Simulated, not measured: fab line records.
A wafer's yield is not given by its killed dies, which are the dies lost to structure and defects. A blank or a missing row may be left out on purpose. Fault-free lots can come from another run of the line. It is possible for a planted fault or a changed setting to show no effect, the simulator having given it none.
Chamber matching    flow nand harc    rie diel-11 running NHARC_P_GATE_STRIP_101: 4 sister chambers
The step strips in O2, time 20 s. 36 wafers are shown with their chamber, then 12 later ones without.

== EACH WAFER AND ITS CHAMBER ==
wafer   chamber  drypump motor current A (A)  showerhead plenum p Torr (Torr)  oes product au (a.u.)
L075.1  3        6.0                          3.48                             1.010
L075.3  1        6.6                          3.57                             0.992
L075.5  1        6.6                          3.57                             0.991
L078.2  1        6.6                          3.57                             0.989
L078.4  3        6.0                          3.47                             1.021
L078.5  1        6.6                          3.57                             0.992
L081.1  2        5.3                          3.68                             0.995
L081.3  0        6.0                          3.54                             0.999
L081.5  1        6.6                          3.57                             0.989
L081.2  3        6.0                          3.47                             1.009
L081.4  1        6.6                          3.57                             0.994
L081.6  0        6.1                          3.54                             0.986
L080.1  1        6.6                          3.57                             0.994
L080.5  3        6.0                          3.47                             1.011
L080.6  0        6.0                          3.54                             0.986
L082.2  0        6.0                          3.54                             0.987
L082.4  2        5.3                          3.68                             0.997
L082.5  0        6.0                          3.54                             1.003
L083.2  3        6.0                          3.47                             1.003
L083.3  0        6.0                          3.54                             0.981
L083.5  0        6.0                          3.54                             0.986
L083.1  2        5.3                          3.68                             1.007
L083.4  2        5.3                          3.68                             0.996
L083.6  3        6.0                          3.47                             1.008
L085.1  0        6.0                          3.54                             0.989
L085.3  3        6.0                          3.47                             0.992
L085.6  2        5.3                          3.67                             0.991
L087.2  3        6.0                          3.47                             1.003
L087.3  0        6.0                          3.54                             0.991
L087.4  2        5.3                          3.67                             1.021
L091.1  1        6.6                          3.56                             0.996
L091.4  3        6.0                          3.47                             1.009
L091.5  2        5.3                          3.67                             0.999
L092.1  3        6.0                          3.47                             1.016
L092.3  1        6.6                          3.56                             0.981
L092.5  2        5.3                          3.67                             1.001

SIGNATURES (means of the wafers above)
reading                   chamber 0  chamber 1  chamber 2  chamber 3  scatter within a chamber
drypump motor current A   6.011      6.600      5.300      6.000      0.0167
showerhead plenum p Torr  3.5400     3.5678     3.6750     3.4710     0.00373
oes product au            0.98978    0.99089    1.00087    1.00820    0.00732
Rule: for each reading, subtract the chamber's mean from the wafer's reading, divide by that reading's scatter and square the result; add these up over the readings and take the root, which gives the wafer's distance from the chamber. If the next closest chamber is less than 2 further off than the closest, the wafer can't be placed; otherwise it belongs to the closest. The scatter is the square root of a quotient: the sum, over the shown wafers, of each reading's squared deviation from its chamber's mean, divided by wafers minus chambers.

== WAFERS WITHOUT THEIR CHAMBER ==
wafer   drypump motor current A (A)  showerhead plenum p Torr (Torr)  oes product au (a.u.)
L093.1  6.1                          3.54                             1.001
L093.3  6.0                          3.46                             1.006
L093.4  5.3                          3.67                             0.992
L095.2  6.6                          3.56                             0.975
L095.4  6.0                          3.54                             0.995
L095.6  5.3                          3.67                             1.000
L094.1  6.0                          3.54                             0.989
L094.2  5.3                          3.67                             0.986
L094.5  6.0                          3.54                             0.986
L097.2  6.0                          3.53                             1.004
L097.4  5.3                          3.67                             0.990
L097.6  6.0                          3.46                             0.999

== WHICH CHAMBER EACH ONE RAN IN ==
wafer   from the rows above  in truth
L093.1  0                    0
L093.3  3                    3
L093.4  2                    2
L095.2  1                    1
L095.4  0                    0
L095.6  2                    2
L094.1  0                    0
L094.2  2                    2
L094.5  0                    0
L097.2  0                    0
L097.4  2                    2
L097.6  3                    3
Correctly placed: 12 of 12. From these rows, 0 cannot be placed. 0 placed wrongly.
